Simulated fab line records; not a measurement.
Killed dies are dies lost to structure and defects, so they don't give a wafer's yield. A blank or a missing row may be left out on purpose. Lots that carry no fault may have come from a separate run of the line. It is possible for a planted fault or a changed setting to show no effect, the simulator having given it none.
Comparing a struck lot with a sound one || flow nand-harc || 15 steps out of a route of 1302
Sound: the wafers L807.2, L807.5, L807.6. The struck wafers were L808.1, L808.3, L808.4. The cause is given at the end.
Each step with rows lists, per side, the tool, then ch with its chambers, then its first start. Under that, the readings that differ: sound wafers || struck wafers || difference of the means || sigmas: that difference in standard deviations of wafers without a fault.
alike: readings whose means differ by less than 2 such deviations, and words and numbers that are the same on both sides. not compared: withheld readings, readings that some wafer has no value for, bounds like >300 that may hide the same value, and numbers for which the record gives no deviation and whose values overlap.
Wherever a step has rows on one side only, a row that says differs or no value, or a row with sigmas, the two part there. Numbers that don't overlap but have no deviation are shown without sigmas and don't part them. A reading that every wafer of one side lacks parts them only if that side has two wafers or more.

NHARC_P_M2_CD_MEAS_09: the cd target is 170 nm.
  sound on cd-sem-03 ch 0, day 7 05:28; struck on cd-sem-02 ch 0, day 7 17:45
  alike: cd-nm
NHARC_P_M2_OVL_MEAS_10: pitch 340 nm.
  struck on overlay-02, day 7 17:50; sound on overlay-02, day 7 05:33
  alike: overlay-x-nm, overlay-y-nm
NHARC_P_M2_INSPECT_11:
  struck on defect-inspect-02, day 7 17:52; sound on defect-inspect-01, day 7 05:35
  alike: raw-defect-count
then, 1 step without rows for these wafers: NHARC_P_M2_DESCUM_14 (chemistry O2, time 3 s).
NHARC_P_M2_ETCH_35: etches the open film in N2/H2, target depth 40 nm, overetch 12 nm, time 43.94 s.
  sound on rie-diel-03 ch 0,3, day 7 05:46; struck on rie-diel-03 ch 1,2,3, day 7 18:01
  alike: drypump-motor-current-A, oes-product-au, rf-fwd-power-W, rf-vpp-V, showerhead-plenum-p-Torr, throttle-valve-pct
  not compared: rf-hours-counter-h
NHARC_P_M2_ETCH_15: etches the open film in C4F8/Ar, target depth 182.5 nm, time 91.2 s.
  sound: rie-diel-03 ch 0,2,3; struck: rie-diel-03 ch 0,1,2
  alike: oes-product-au, rf-fwd-power-W, rf-vpp-V
  not compared: rf-hours-counter-h
NHARC_P_M2_CD_MEAS_16:
  struck on cd-sem-03, day 7 18:14; sound on cd-sem-03, day 7 06:00
  alike: cd-nm
then, 1 step without rows for these wafers: NHARC_P_M2_STRIP_18 (strips in N2/H2).
NHARC_P_M2_ETCH_28: etches the open film in CF4/N2, target depth 30 nm, time 72.99 s.
  sound: rie-diel-05 ch 0,2,3; struck: rie-diel-09 ch 0,3
  alike: drypump-motor-current-A, oes-product-au, rf-fwd-power-W, rf-vpp-V, showerhead-plenum-p-Torr, throttle-valve-pct
  not compared: rf-hours-counter-h
then, 1 step without rows for these wafers: NHARC_P_M2_STRIP_19 (strips in post etch residue remover, time 600 s).
NHARC_P_M2_DEGAS_29: time 60 s.
  struck on pvd-sputter-01, day 7 19:01; sound on pvd-sputter-02, day 7 06:44
  alike: heater-power-w
NHARC_P_M2_PRE_CLEAN_30: time 30 s.
  sound on pvd-sputter-02; struck on pvd-sputter-01
  alike: heater-power-w
NHARC_P_M2_PVD_20: deposits TaN, target thk 5 nm, time 8.06 s.
  struck on pvd-sputter-01, day 7 19:23; sound on pvd-sputter-02, day 7 06:53
  alike: throttle-valve-pct
then, 1 step without rows for these wafers: NHARC_P_M2_PVD_21 (deposits Cu, target thk 30 nm, time 20.49 s).
NHARC_END_SORT_01:
  the record has rows for the sound wafers here (prober-01 ch 0, day 25 12:59) and none for the struck ones

== WHERE THEY PART ==
At NHARC_END_SORT_01 and nowhere else, as far as this record goes.

WHY: the cause the simulator had injected
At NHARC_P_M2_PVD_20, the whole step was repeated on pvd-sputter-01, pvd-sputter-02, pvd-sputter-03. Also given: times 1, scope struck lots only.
